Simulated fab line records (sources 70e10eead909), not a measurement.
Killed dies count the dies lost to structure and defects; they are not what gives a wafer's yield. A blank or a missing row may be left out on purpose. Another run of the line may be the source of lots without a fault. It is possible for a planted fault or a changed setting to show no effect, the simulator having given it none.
Which of the tools did it? || flow nandHarc || route of 1302 steps, sampled at 1 step: 14 lots, 42 wafers

== WHAT EACH GAUGE READ, for each wafer ==
NHARC_A_CHANNEL_HOLE_D2_CD_MEAS_10 targets a cd of 100 nm. Usual: cdNm 99.8 nm, standard deviation 0.42.
{"lot": "L128", "measured": "day 13 08:50", "on": "cdSem-01", "cdNm (nm)": "100.3 100.7 99.9", "flag": ""}
{"lot": "L131", "measured": "day 14 05:33", "on": "cdSem-01", "cdNm (nm)": "100.1 100.2 99.5", "flag": ""}
{"lot": "L130", "measured": "day 14 05:55", "on": "cdSem-02", "cdNm (nm)": "99.9 99.9 100.0", "flag": ""}
{"lot": "L133", "measured": "day 15 01:25", "on": "cdSem-03", "cdNm (nm)": "100.0 100.6 99.8", "flag": ""}
{"lot": "L132", "measured": "day 15 02:08", "on": "cdSem-02", "cdNm (nm)": "99.8 100.1 100.1", "flag": ""}
{"lot": "L134", "measured": "day 16 02:38", "on": "cdSem-02", "cdNm (nm)": "99.0 99.3 98.8", "flag": ""}
{"lot": "L136", "measured": "day 17 04:47", "on": "cdSem-02", "cdNm (nm)": "99.9 100.1 100.1", "flag": ""}
{"lot": "L137", "measured": "day 17 17:35", "on": "cdSem-02", "cdNm (nm)": "99.5 99.1 100.5", "flag": ""}
{"lot": "L139", "measured": "day 17 21:10", "on": "cdSem-01", "cdNm (nm)": "99.5 99.3 99.2", "flag": ""}
{"lot": "L142", "measured": "day 18 20:50", "on": "cdSem-02", "cdNm (nm)": "99.4 99.3 99.4", "flag": ""}
{"lot": "L148", "measured": "day 21 07:40", "on": "cdSem-03", "cdNm (nm)": "99.6 99.8 99.8", "flag": ""}
{"lot": "L150", "measured": "day 22 12:14", "on": "cdSem-03", "cdNm (nm)": "100.0 99.7 99.4", "flag": ""}
{"lot": "L149", "measured": "day 22 13:15", "on": "cdSem-03", "cdNm (nm)": "99.0 99.2 99.4", "flag": ""}
{"lot": "L151", "measured": "day 23 00:39", "on": "cdSem-01", "cdNm (nm)": "100.8 100.1 100.4", "flag": ""}

== TOOL THAT RAN EACH LOT (tool first, then ch and the chambers of the sampled wafers, then the start) ==
No process step before these readings appears in the record.

== WHAT THE TOOLS THEMSELVES READ (means of the sampled wafers that have a number; where no wafer has one, the mark that the record gives instead) ==
The record holds no such reading with a usual standard deviation.

== THE ANSWER, worked out from the rows above alone ==
Rule: a lot is off if the mean of its wafers that have a number lies more than 3 standard deviations from the usual mean. A lot without any number at a reading at which 4 lots or more have one is off too. Where the step has rows for the other lots, those lots are counted as sound. After the gauges, taken in route order, come the tools' own readings; for these a lot's mean is taken, as printed above. At the first step where some lot is off, the reading lying furthest off is the one used; lots without a number count as furthest.
No lot is off on any of the readings shown, so nothing can be concluded from this.

== WHAT WAS PUT IN BY THE SIMULATOR ==
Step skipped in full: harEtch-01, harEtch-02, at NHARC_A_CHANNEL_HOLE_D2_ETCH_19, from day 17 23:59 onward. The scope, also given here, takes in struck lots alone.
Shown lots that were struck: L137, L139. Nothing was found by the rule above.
